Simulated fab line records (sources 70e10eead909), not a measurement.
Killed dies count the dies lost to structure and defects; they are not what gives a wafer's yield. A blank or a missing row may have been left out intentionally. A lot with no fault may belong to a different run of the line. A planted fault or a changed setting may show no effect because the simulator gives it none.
fab line records	flow nand-harc
record: lots: 6	wafers: 18	last-day: 26
route steps=1159 shown A_CHANNEL_HOLE_D1@463 A_CHANNEL_FILL_D1@490 END@1159
lots with no fault: from the same line, run without faults
start-h: hours from the record's opening day to when the first of the lot's shown wafers began	wait-h: hours from the lot's prior step to this one	" same as the row above	L1.1+2: one row covering several wafers at once	- no value, or no start given	* or withheld: withheld	< > ~ a bound
route shown NAME@n: NAME is a module with steps in the file, n the number in the route of the first one	usual: mean/standard deviation of fault-free wafers	same: alike in all rows	chamber/n: place in a boat	sites: each site's reading	_std_site: the standard deviation of these	_edge_site: inner sites' mean taken away from outer sites' mean	radius-mm: how far each site lies from the wafer's centre	mask NAME#n: copy n	behind: the last tool/chamber to shape the wafer	hold: reason for holding the lot/hours on hold/outcome of the hold	device: whichever transistor did not switch (one of n, p or np)	end of line: the route-end tests of the same wafers	for a step that has no rows: nothing shown but its recipe	killed: dies lost to structure and defects at the first sort, not the wafer's yield	map: the dies of a wafer, with x for killed, . for not killed, _ for no die there
set.NAME: the run value of the setting; set.NAME@STEP: its run value at that earlier step	model.NAME: the simulator's own value behind a step, which no gauge read
lots at some steps of the route; a table a step, a row a wafer
services: the hour from which a tool's chamber was out of use, counted from the record's first day as start-h (under 0 if before that day), plus the number of hours and why
== steps ==
step: NHARC_A_CHANNEL_HOLE_D1_OVL_MEAS_11
usual: overlay-x-nm: -0.1/0.86	overlay-y-nm: 0.0/0.74
lot.wafer	tool	chamber	start-h	wait-h	overlay-x-nm	overlay-y-nm
L357.2	overlay-02	-	199.81	-	0.3	0.2
L357.4	"	-	"	"	-0.6	0.0
L357.6	"	-	"	"	0.1	0.1
L361.1	overlay-02	-	218.40	-	-1.0	0.5
L361.2	"	-	"	"	-0.7	1.0
L361.4	"	-	"	"	-0.9	0.5
L362.2	overlay-01	-	231.08	-	0.4	1.5
L362.4	"	-	"	"	-0.1	0.7
L362.6	"	-	"	"	-0.1	1.3
L371.1	overlay-02	-	295.65	-	0.8	-0.8
L371.4	"	-	"	"	0.6	-1.3
L371.6	"	-	"	"	0.7	-0.7
L375.1	overlay-02	-	305.43	-	-1.0	0.7
L375.2	"	-	"	"	-0.8	0.4
L375.4	"	-	"	"	-1.0	0.2
L376.3	overlay-02	-	316.28	-	0.3	-0.1
L376.4	"	-	"	"	0.2	-0.4
L376.5	"	-	"	"	0.7	-0.3
step: NHARC_A_CHANNEL_HOLE_D1_INSPECT_12
usual: raw-defect-count: 6.2/2.8
lot.wafer	tool	chamber	start-h	wait-h	raw-defect-count
L357.2	defect-inspect-02	-	199.85	0.0	4
L357.4	"	-	"	"	2
L357.6	"	-	"	"	4
L361.1	defect-inspect-02	-	218.44	0.0	4
L361.2	"	-	"	"	6
L361.4	"	-	"	"	7
L362.2	defect-inspect-02	-	231.11	0.0	6
L362.4	"	-	"	"	4
L362.6	"	-	"	"	4
L371.1	defect-inspect-01	-	295.69	0.0	11
L371.4	"	-	"	"	4
L371.6	"	-	"	"	4
L375.1	defect-inspect-01	-	305.47	0.0	3
L375.2	"	-	"	"	9
L375.4	"	-	"	"	9
L376.3	defect-inspect-02	-	316.32	0.0	3
L376.4	"	-	"	"	7
L376.5	"	-	"	"	5
step: NHARC_A_CHANNEL_HOLE_D1_DESCUM_15
recipe: time-s: 3	o2-flow-sccm: 200	ar-flow-sccm: 0	bias-power-w: 0	chemistry: O2
step: NHARC_A_CHANNEL_HOLE_D1_ETCH_38
recipe: target-depth-a: 390	over-etch-frac: 0.3	time-s: 65	ion-energy-ev: 80	cf4-flow-sccm: 150	ar-flow-sccm: 0	rf-w: 300	bias-w: 100	chemistry: CF4
step: NHARC_A_CHANNEL_HOLE_D1_ETCH_39
recipe: target-depth-a: 2600	over-etch-frac: 0.3	time-s: 325	ion-energy-ev: 200	n2-flow-sccm: 150	h2-flow-sccm: 150	ar-flow-sccm: 0	rf-w: 400	bias-w: 150	chemistry: N2/H2
usual: drypump-motor-current-A: 5.8/0.5	oes-product-au: 0.995/0.014	rf-vpp-V: 432.0/2.6	showerhead-plenum-p-Torr: 2.10/0.085	throttle-valve-pct: 14.171/0.0089
lot.wafer	tool	chamber	start-h	wait-h	drypump-motor-current-A	oes-product-au	rf-hours-counter-h	rf-vpp-V	showerhead-plenum-p-Torr	throttle-valve-pct
L357.2	rie-diel-09	3	-	-	5.5	1.006	7	435.0	2.16	14.160
L357.4	"	2	"	"	6.2	0.988	8	433.8	2.16	14.159
L357.6	"	3	"	"	5.5	1.004	-	433.0	2.16	14.189
L361.2	rie-diel-09	3	-	-	5.5	0.993	8	433.2	2.16	14.163
L361.4	"	0	"	"	5.3	0.989	9	431.8	2.13	14.174
L361.1	"	1	"	"	6.6	0.976	9	431.9	2.12	14.169
L362.4	rie-diel-09	1	-	-	6.6	0.975	9	433.1	2.12	14.174
L362.2	"	2	"	"	6.2	0.976	10	433.5	2.16	14.176
L362.6	"	0	"	"	5.3	0.984	-	435.0	2.13	14.165
L371.1	rie-diel-05	2	-	-	6.3	1.007	7	432.0	2.12	14.171
L371.4	"	0	"	"	5.6	1.012	6	426.1	1.92	14.159
L371.6	"	2	"	"	6.4	1.013	-	431.5	2.12	14.167
L375.1	rie-diel-05	0	-	-	5.6	1.012	7	427.3	1.92	14.171
L375.2	"	2	"	"	6.4	1.005	8	432.6	2.12	14.182
L375.4	"	3	"	"	5.0	1.008	-	433.7	2.13	14.177
L376.4	rie-diel-09	2	-	-	6.2	0.975	4	434.0	2.16	14.163
L376.3	"	0	"	"	5.3	0.985	4	433.7	2.13	14.179
L376.5	"	3	"	"	5.5	0.989	-	432.7	2.16	14.165
step: NHARC_A_CHANNEL_HOLE_D1_ETCH_34
recipe: target-depth-a: 1540	time-s: 77	cf4-flow-sccm: 100	chf3-flow-sccm: 30	ar-flow-sccm: 0	rf-w: 500	bias-w: 200	chemistry: CF4/CHF3
step: NHARC_A_CHANNEL_HOLE_D1_ETCH_16
recipe: target-depth-a: 31000	over-etch-frac: 0.3	time-s: 806	ion-energy-ev: 150	o2-flow-sccm: 400	cos-flow-sccm: 20	ar-flow-sccm: 0	rf-w: 500	bias-w: 300	chemistry: O2/COS
usual: cos-flow-sccm: 20.01/0.063	drypump-motor-current-A: 5.9/0.49	oes-product-au: 0.996/0.012	rf-vpp-V: 315.2/2.1	showerhead-plenum-p-Torr: 3.20/0.12	throttle-valve-pct: 28.330/0.01
lot.wafer	tool	chamber	start-h	wait-h	cos-flow-sccm	drypump-motor-current-A	oes-product-au	rf-hours-counter-h	rf-vpp-V	showerhead-plenum-p-Torr	throttle-valve-pct
L357.4	rie-diel-09	2	-	-	20.15	6.2	0.977	8	315.7	3.29	28.333
L357.2	"	0	"	"	20.10	5.3	0.989	8	315.3	3.25	28.328
L357.6	"	3	"	"	19.95	5.5	1.002	-	316.9	3.29	28.315
L361.1	rie-diel-09	3	-	-	20.04	5.5	0.999	8	316.1	3.29	28.329
L361.2	"	0	"	"	19.96	5.3	0.994	9	316.9	3.25	28.323
L361.4	"	1	"	"	20.04	6.6	0.982	9	314.2	3.23	28.339
L362.2	rie-diel-09	1	-	-	19.95	6.6	0.988	10	315.4	3.23	28.333
L362.4	"	2	"	"	20.10	6.2	0.983	10	315.6	3.29	28.315
L362.6	"	3	"	"	19.94	5.5	0.995	-	316.8	3.29	28.314
L371.1	rie-diel-05	0	-	-	19.97	5.5	1.019	6	312.5	2.96	28.340
L371.4	"	1	"	"	19.98	6.3	1.014	6	316.4	3.29	28.320
L371.6	"	1	"	"	20.00	6.3	1.008	-	317.5	3.29	28.332
L375.1	rie-diel-05	2	-	-	19.92	6.3	1.005	8	315.9	3.23	28.324
L375.2	"	3	"	"	19.92	5.0	1.013	8	316.5	3.25	28.337
L375.4	"	2	"	"	20.04	6.3	1.002	-	316.0	3.23	28.337
L376.3	rie-diel-09	3	-	-	20.04	5.5	0.993	4	316.3	3.29	28.335
L376.4	"	2	"	"	20.05	6.2	0.988	4	317.0	3.29	28.325
L376.5	"	3	"	"	19.96	5.5	0.987	-	317.4	3.29	28.319
step: NHARC_A_CHANNEL_HOLE_D1_CD_MEAS_18
usual: cd-nm: 99/3.1
lot.wafer	tool	chamber	start-h	wait-h	cd-nm
L357.2	cd-sem-03	-	201.02	-	94
L357.4	"	-	"	"	98
L357.6	"	-	"	"	97
L361.1	cd-sem-01	-	219.61	-	97
L361.2	"	-	"	"	91
L361.4	"	-	"	"	102
L362.2	cd-sem-01	-	232.28	-	97
L362.4	"	-	"	"	97
L362.6	"	-	"	"	99
L371.1	cd-sem-01	-	296.86	-	98
L371.4	"	-	"	"	103
L371.6	"	-	"	"	98
L375.1	cd-sem-01	-	306.85	-	99
L375.2	"	-	"	"	93
L375.4	"	-	"	"	95
L376.3	cd-sem-02	-	317.49	-	98
L376.4	"	-	"	"	101
L376.5	"	-	"	"	99
step: NHARC_A_CHANNEL_HOLE_D1_ETCH_19
recipe: bias-v: 1200	source-w: 2500	pressure-mtorr: 15	time-s: 34.5	ar-flow-sccm: 375	c4f8-flow-sccm: 28.8	o2-flow-sccm: 96.2	temp-c: -20	target-depth-a: *	chemistry: C4F8/O2/Ar
step: NHARC_A_CHANNEL_HOLE_D1_ETCH_20
recipe: bias-v: 3000	source-w: withheld	pressure-mtorr: 20	time-s: 361.9	ar-flow-sccm: 375	c4f8-flow-sccm: 89.3	o2-flow-sccm: 35.7	temp-c: -20	target-depth-a: 16000	chemistry: C4F8/O2/Ar
step: NHARC_A_CHANNEL_HOLE_D1_ETCH_21
recipe: bias-v: 3000	source-w: withheld	pressure-mtorr: 20	time-s: 514.3	ar-flow-sccm: 375	c4f8-flow-sccm: 89.3	o2-flow-sccm: 35.7	temp-c: -20	target-depth-a: 16000	chemistry: C4F8/O2/Ar
usual: drypump-motor-current-A: 5.8/0.46	showerhead-plenum-p-Torr: 3.73/0.14	throttle-valve-pct: 32.154/0.0096
lot.wafer	tool	chamber	start-h	wait-h	drypump-motor-current-A	rf-hours-counter-h	showerhead-plenum-p-Torr	throttle-valve-pct
L357.2	har-etch-02	0	201.52	0.3	5.7	108	3.52	32.149
L357.4	"	0	"	"	5.7	-	3.52	32.157
L357.6	"	0	"	"	5.7	-	3.52	32.157
L361.2	har-etch-01	0	220.11	0.3	5.5	202	3.77	32.156
L361.1	"	1	"	"	5.6	202	3.82	32.155
L361.4	"	1	"	"	5.6	-	3.82	32.142
L362.2	har-etch-01	0	232.86	0.3	5.5	208	3.77	32.157
L362.4	"	0	"	"	5.5	-	3.77	32.159
L362.6	"	1	"	"	5.6	-	3.82	32.149
L371.1	har-etch-01	1	297.43	0.3	5.6	237	3.80	32.158
L371.4	"	1	"	"	5.6	-	3.80	32.164
L371.6	"	1	"	"	5.6	-	3.80	32.161
L375.2	har-etch-02	1	307.36	0.3	6.6	154	3.85	32.166
L375.1	"	0	"	"	5.7	154	3.50	32.148
L375.4	"	0	"	"	5.7	-	3.50	32.150
L376.4	har-etch-02	0	322.56	0.3	5.6	-	3.49	32.163
L376.3	"	1	"	"	6.7	-	3.84	32.160
L376.5	"	0	"	"	5.6	-	3.49	32.142
step: NHARC_A_CHANNEL_HOLE_D1_ETCH_22
recipe: bias-v: 3000	source-w: withheld	pressure-mtorr: 20	time-s: 666.7	ar-flow-sccm: 375	c4f8-flow-sccm: 89.3	o2-flow-sccm: 35.7	temp-c: -20	target-depth-a: 16000	chemistry: C4F8/O2/Ar
step: NHARC_A_CHANNEL_HOLE_D1_ETCH_23
recipe: bias-v: 5000	source-w: withheld	pressure-mtorr: 20	time-s: 819	ar-flow-sccm: 375	c4f8-flow-sccm: 89.3	o2-flow-sccm: 35.7	temp-c: -20	target-depth-a: 16000	chemistry: C4F8/O2/Ar
usual: drypump-motor-current-A: 5.9/0.46	showerhead-plenum-p-Torr: 3.73/0.14	throttle-valve-pct: 32.155/0.0099
lot.wafer	tool	chamber	start-h	wait-h	drypump-motor-current-A	rf-hours-counter-h	showerhead-plenum-p-Torr	throttle-valve-pct
L357.2	har-etch-02	0	202.53	0.5	5.7	109	3.52	32.154
L357.4	"	0	"	"	5.7	-	3.52	32.157
L357.6	"	0	"	"	5.7	-	3.52	32.154
L361.2	har-etch-01	0	221.12	0.5	5.5	203	3.77	32.160
L361.1	"	1	"	"	5.6	203	3.82	32.157
L361.4	"	1	"	"	5.6	-	3.82	32.168
L362.2	har-etch-01	0	233.91	0.5	5.5	209	3.77	32.146
L362.4	"	0	"	"	5.5	-	3.77	32.169
L362.6	"	1	"	"	5.6	-	3.81	32.170
L371.1	har-etch-01	1	298.49	0.5	5.6	238	3.80	32.149
L371.4	"	1	"	"	5.6	-	3.80	32.171
L371.6	"	1	"	"	5.6	-	3.80	32.162
L375.2	har-etch-02	1	308.38	0.5	6.7	155	3.84	32.161
L375.1	"	0	"	"	5.7	155	3.50	32.134
L375.4	"	0	"	"	5.7	-	3.50	32.162
L376.4	har-etch-02	0	323.66	0.5	5.7	-	3.49	32.170
L376.3	"	1	"	"	6.7	-	3.84	32.151
L376.5	"	0	"	"	5.7	-	3.49	32.159
step: NHARC_A_CHANNEL_HOLE_D1_ETCH_24
recipe: bias-v: 5000	source-w: withheld	pressure-mtorr: 20	time-s: 906.2	ar-flow-sccm: 375	c4f8-flow-sccm: 93.8	o2-flow-sccm: 31.2	temp-c: -20	target-depth-a: 15000	chemistry: C4F8/O2/Ar
step: NHARC_A_CHANNEL_HOLE_D1_ETCH_25
recipe: bias-v: 5000	source-w: withheld	pressure-mtorr: 20	time-s: 1040.2	ar-flow-sccm: 375	c4f8-flow-sccm: 93.8	o2-flow-sccm: 31.2	temp-c: -20	target-depth-a: 15000	chemistry: C4F8/O2/Ar
step: NHARC_A_CHANNEL_HOLE_D1_ETCH_26
recipe: bias-v: 300	source-w: 2000	pressure-mtorr: 30	time-s: 224.1	ar-flow-sccm: 375	c4f8-flow-sccm: 11.4	o2-flow-sccm: 113.6	temp-c: -20	target-depth-a: 3000	chemistry: C4F8/O2/Ar
usual: drypump-motor-current-A: 5.9/0.46	showerhead-plenum-p-Torr: 3.78/0.14	throttle-valve-pct: 24.582/0.0091
lot.wafer	tool	chamber	start-h	wait-h	drypump-motor-current-A	rf-hours-counter-h	showerhead-plenum-p-Torr	throttle-valve-pct
L357.2	har-etch-02	0	204.87	0.7	5.7	111	3.55	24.577
L357.4	"	0	"	"	5.7	-	3.56	24.577
L357.6	"	0	"	"	5.6	-	3.56	24.576
L361.2	har-etch-01	0	223.45	0.7	5.5	206	3.82	24.580
L361.1	"	1	"	"	5.6	206	3.87	24.583
L361.4	"	1	"	"	5.6	-	3.87	24.566
L362.2	har-etch-01	0	236.19	0.6	5.5	211	3.81	24.586
L362.4	"	0	"	"	5.5	-	3.81	24.588
L362.6	"	1	"	"	5.6	-	3.87	24.581
L371.1	har-etch-01	1	300.76	0.6	5.6	241	3.85	24.587
L371.4	"	1	"	"	5.6	-	3.85	24.587
L371.6	"	1	"	"	5.6	-	3.85	24.589
L375.2	har-etch-02	1	310.71	0.7	6.6	157	3.90	24.585
L375.1	"	0	"	"	5.7	157	3.53	24.600
L375.4	"	0	"	"	5.7	-	3.53	24.582
L376.4	har-etch-02	0	325.82	0.5	5.7	-	3.52	24.571
L376.3	"	1	"	"	6.7	-	3.89	24.590
L376.5	"	0	"	"	5.7	-	3.52	24.579
step: NHARC_A_CHANNEL_HOLE_D1_ETCH_33
recipe: bias-v: 400	source-w: 2000	pressure-mtorr: 25	time-s: 90	ar-flow-sccm: 375	c4f8-flow-sccm: 41.7	o2-flow-sccm: 83.3	temp-c: -20	target-depth-a: 4000	chemistry: C4F8/O2/Ar
step: NHARC_A_CHANNEL_HOLE_D1_STRIP_41
recipe: n2-flow-sccm: 150	h2-flow-sccm: 150	ar-flow-sccm: 0	bias-w: 0	chemistry: N2/H2
step: NHARC_A_CHANNEL_HOLE_D1_STRIP_42
recipe: cf4-flow-sccm: 100	chf3-flow-sccm: 30	ar-flow-sccm: 0	bias-w: 0	chemistry: CF4/CHF3
step: NHARC_A_CHANNEL_HOLE_D1_STRIP_43
recipe: o2-flow-sccm: 400	cos-flow-sccm: 20	ar-flow-sccm: 0	bias-w: 0	chemistry: O2/COS
step: NHARC_A_CHANNEL_HOLE_D1_ETCH_44
recipe: target-depth-a: 1400	overetch-a: 140	time-s: 77	ion-energy-ev: 100	cf4-flow-sccm: 80	o2-flow-sccm: 20	ar-flow-sccm: 0	rf-w: 300	bias-w: 100	chemistry: CF4/O2
step: NHARC_A_CHANNEL_HOLE_D1_STRIP_27
recipe: o2-flow-sccm: 500	ar-flow-sccm: 0	bias-w: 0	chemistry: O2
usual: drypump-motor-current-A: 5.9/0.49	oes-product-au: 0.998/0.012	rf-vpp-V: 57.9/0.9	showerhead-plenum-p-Torr: 3.57/0.15	throttle-valve-pct: 17.037/0.0096
lot.wafer	tool	chamber	start-h	wait-h	drypump-motor-current-A	oes-product-au	rf-hours-counter-h	rf-vpp-V	showerhead-plenum-p-Torr	throttle-valve-pct
L357.4	rie-diel-05	0	-	-	5.6	1.026	1	56.7	3.35	17.037
L357.2	"	1	"	"	6.3	1.012	1	57.1	3.72	17.055
L357.6	"	2	"	"	6.4	0.999	-	59.4	3.65	17.032
L361.4	rie-diel-06	2	-	-	5.6	0.988	11	58.8	3.53	17.034
L361.2	"	0	"	"	6.4	0.991	12	58.8	3.59	17.026
L361.1	"	1	"	"	6.0	0.985	12	57.4	3.31	17.040
L362.2	rie-diel-05	1	-	-	6.3	1.000	2	59.1	3.72	17.039
L362.4	"	2	"	"	6.3	1.005	2	57.8	3.65	17.031
L362.6	"	1	"	"	6.3	1.004	-	58.5	3.72	17.042
L371.4	rie-diel-06	3	-	-	6.0	1.014	2	57.3	3.30	17.049
L371.1	"	0	"	"	6.4	1.000	2	57.9	3.58	17.032
L371.6	"	2	"	"	5.6	0.991	-	56.9	3.53	17.051
L375.1	rie-diel-09	1	-	-	6.6	0.984	4	58.1	3.64	17.038
L375.4	"	2	"	"	6.2	0.979	4	58.0	3.72	17.021
L375.2	"	0	"	"	5.3	0.982	3	59.6	3.67	17.028
L376.3	rie-diel-09	2	-	-	6.2	0.985	5	57.6	3.72	17.045
L376.4	"	3	"	"	5.5	0.993	5	59.2	3.71	17.034
L376.5	"	2	"	"	6.2	0.975	-	58.0	3.72	17.044
step: NHARC_A_CHANNEL_HOLE_D1_PRECLEAN_28
recipe: time-s: *	temp-c: 50	bath-age-min: 0	chemistry: SC1
step: NHARC_A_CHANNEL_HOLE_D1_SRD_29
step: NHARC_A_CHANNEL_HOLE_D1_CD_MEAS_30
usual: cd-nm: 90.5/1.5
lot.wafer	tool	chamber	start-h	wait-h	cd-nm
L357.2	cd-sem-01	-	206.63	-	89.5
L357.4	"	-	"	"	90.8
L357.6	"	-	"	"	91.4
L361.1	cd-sem-01	-	225.19	-	88.4
L361.2	"	-	"	"	89.5
L361.4	"	-	"	"	88.6
L362.2	cd-sem-02	-	237.97	0.1	89.5
L362.4	"	-	"	"	89.6
L362.6	"	-	"	"	89.6
L371.1	cd-sem-01	-	302.47	-	87.3
L371.4	"	-	"	"	90.2
L371.6	"	-	"	"	89.7
L375.1	cd-sem-01	-	312.91	-	89.7
L375.2	"	-	"	"	92.4
L375.4	"	-	"	"	91.7
L376.3	cd-sem-03	-	327.53	-	91.4
L376.4	"	-	"	"	93.1
L376.5	"	-	"	"	88.3
step: NHARC_A_CHANNEL_HOLE_D1_XSEM_31
recipe: landing-energy-ev: 35000
step: NHARC_A_CHANNEL_HOLE_D1_INSPECT_40
usual: raw-defect-count: 65/16
lot.wafer	tool	chamber	start-h	wait-h	raw-defect-count
L357.2	defect-inspect-01	-	206.82	-	56
L357.4	"	-	"	"	58
L357.6	"	-	"	"	54
L361.1	defect-inspect-01	-	225.38	-	99
L361.2	"	-	"	"	521
L361.4	"	-	"	"	65
L362.2	defect-inspect-01	-	238.16	-	506
L362.4	"	-	"	"	494
L362.6	"	-	"	"	51
L371.1	defect-inspect-01	-	302.66	-	70
L371.4	"	-	"	"	64
L371.6	"	-	"	"	64
L375.1	defect-inspect-01	-	313.11	-	46
L375.2	"	-	"	"	36
L375.4	"	-	"	"	41
L376.3	defect-inspect-02	-	327.72	-	57
L376.4	"	-	"	"	81
L376.5	"	-	"	"	51
step: NHARC_A_CHANNEL_FILL_D1_PRECLEAN_00
recipe: time-s: *	temp-c: 50	bath-age-min: 0	chemistry: SC1
step: NHARC_END_SORT_01
recipe: temp-c: 25
usual: killed-at-array: 27/12	killed-at-other: 0.9/1.1	killed-at-periphery: 3.2/2.4	killed-dies: 31/12	killed-open: 3.3/1.7	killed-short: 2.0/1.6
same: gross-dies: 677
lot.wafer	tool	chamber	start-h	wait-h	killed-at-array	killed-at-other	killed-at-periphery	killed-dies	killed-open	killed-short
L361.2	prober-01	0	556.62	2.8	90	3	5	98	4	1
L362.2	prober-01	0	572.19	2.8	93	1	2	96	2	1
L362.4	prober-01	0	573.76	3.3	87	4	3	94	1	1
killed by level:class
L361.2 A_CHANNEL_HOLE_D1:unspecified=82 A_CHANNEL_HOLE_D1:chamber-film-flake=3 THIN_TSV:chamber-film-flake=3 P_M1:chamber-film-flake=2 A_WL_FILL:chamber-film-flake=2 P_GATE:geometric-particle:open=1 P_M0:geometric-particle:open=1 A_WL_FILL:geometric-particle:short=1
L362.2 A_CHANNEL_HOLE_D1:unspecified=86 A_CHANNEL_HOLE_D1:chamber-film-flake=4 P_M0:geometric-particle:open=1 P_M1:geometric-particle:open=1 A_BONDPAD:geometric-particle:short=1 A_STAIRCASE:chamber-film-flake=1 A_BLC:chamber-film-flake=1 THIN_TSV:chamber-film-flake=1
L362.4 A_CHANNEL_HOLE_D1:unspecified=80 A_CHANNEL_HOLE_D1:chamber-film-flake=4 THIN_TSV:chamber-film-flake=4 A_STAIRCASE:chamber-film-flake=2 P_CONTACT:geometric-particle:short=1 P_CONTACT:geometric-particle:open=1 P_M1:chamber-film-flake=1 A_CONTACT:chamber-film-flake=1
map L361.2 (x killed, . not)
____________.____________
_________......._________
_______..........._______
______.........x...______
_____.....x.xx.x...._____
____.....x.xxxxxx....____
____.....xxxxxxxxx...____
___.......xxxxxxxx....___
___.......xxxxxxx.....___
__.......xxxxxxxxx.....__
__.......xxxxxxxx......__
_........xxxxxxxxx.x...._
_........xxxxxxxxx......_
_.........xxxxx.x......._
_........x..xxxx........_
_.....x....x............_
...............xx........
...............x.........
..............x..........
..x......................
.........................
_......................._
_x.....................x_
_...................x..._
_...x..................._
_.x..x.................._
__.....................__
__.....................__
___......x............___
___...................___
____.................____
____.x...............____
_____..............._____
______.............______
_______..........._______
_________......._________
____________.____________
map L362.2 (x killed, . not)
____________.____________
_________......._________
_______..........._______
______.......xx....______
_____.....xx.x..x..._____
____.......xxxxx.....____
____.....xxxxxxxx.x..____
___......xxxxxxxx.....___
___......xxxxxxxx.....___
__.......xxxxxxxxx.....__
__........xxxxxxxxx....__
_........xxxxxxxxxx....._
_.......xxxxxxxxxx......_
_........x..xxxx........_
_.........x.xxxx........_
_...........x.xxx......._
..............x..........
............x............
.........................
........................x
.......................x.
_......................._
_......................._
_......................._
_......................._
_......................._
__.....................__
__.....................__
___........x.......x..___
___...................___
____.................____
____.................____
_____..............._____
______.............______
_______x.........._______
_________x......_________
____________.____________
== services ==
tool	chamber	start-h	hours	kind
rie-diel-06	-	178.28	0.2	repair
rie-diel-05	3	180.60	3.5	repair
rie-diel-09	0	184.12	-	clean
rie-diel-09	1	184.12	-	clean
rie-diel-09	2	184.12	-	clean
rie-diel-09	3	184.12	-	clean
rie-diel-09	2	203.33	9.9	repair
rie-diel-09	3	205.37	12.2	repair
rie-diel-09	0	208.62	-	clean
rie-diel-09	1	208.62	-	clean
har-etch-01	-	226.55	1.2	repair
rie-diel-09	0	233.12	-	clean
rie-diel-09	1	233.12	-	clean
rie-diel-09	2	233.12	-	clean
rie-diel-09	3	233.12	-	clean
rie-diel-06	-	239.30	0.7	repair
rie-diel-06	-	241.20	9.0	pm
rie-diel-05	0	246.01	4.7	repair
rie-diel-09	-	254.10	9.0	pm
rie-diel-09	0	254.10	9.0	vent-cycle
rie-diel-09	1	254.10	9.0	vent-cycle
rie-diel-05	1	262.10	17.3	repair
rie-diel-05	1	298.42	10.8	repair
har-etch-01	-	305.26	17.0	pm
== key ==
first-sign: step: NHARC_A_CHANNEL_HOLE_D1_INSPECT_40	reading: raw-defect-count	direction: up	sigmas: 27	usual: 65	struck: 507
effect: step: NHARC_END_SORT_01	reading: killed-dies	direction: up	sigmas: 5.6	usual: 31	struck: 96
more-kills-born-at: NHARC_A_CHANNEL_HOLE_D1_ETCH_23@har-etch-01: 209
met-at NHARC_A_CHANNEL_HOLE_D1_ETCH_23
struck-wafers L361.2,L362.2,L362.4
tester-left-out L361,L362
fault: kind: chamber-particle-source	tool: har-etch-01	chamber: 0	onset-h: 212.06	steps: NHARC_A_CHANNEL_HOLE_D1_ETCH_23	rate-per-visit-cm2: 0.72456	end-h: 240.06
tester-left-out: of these lots the tester's yield and bins aren't shown, on N5 and GAA mostly nor the transistor test; their killed dies are dies lost to structure and defects alone, not to doping, threshold or leakage, so they don't give the yield
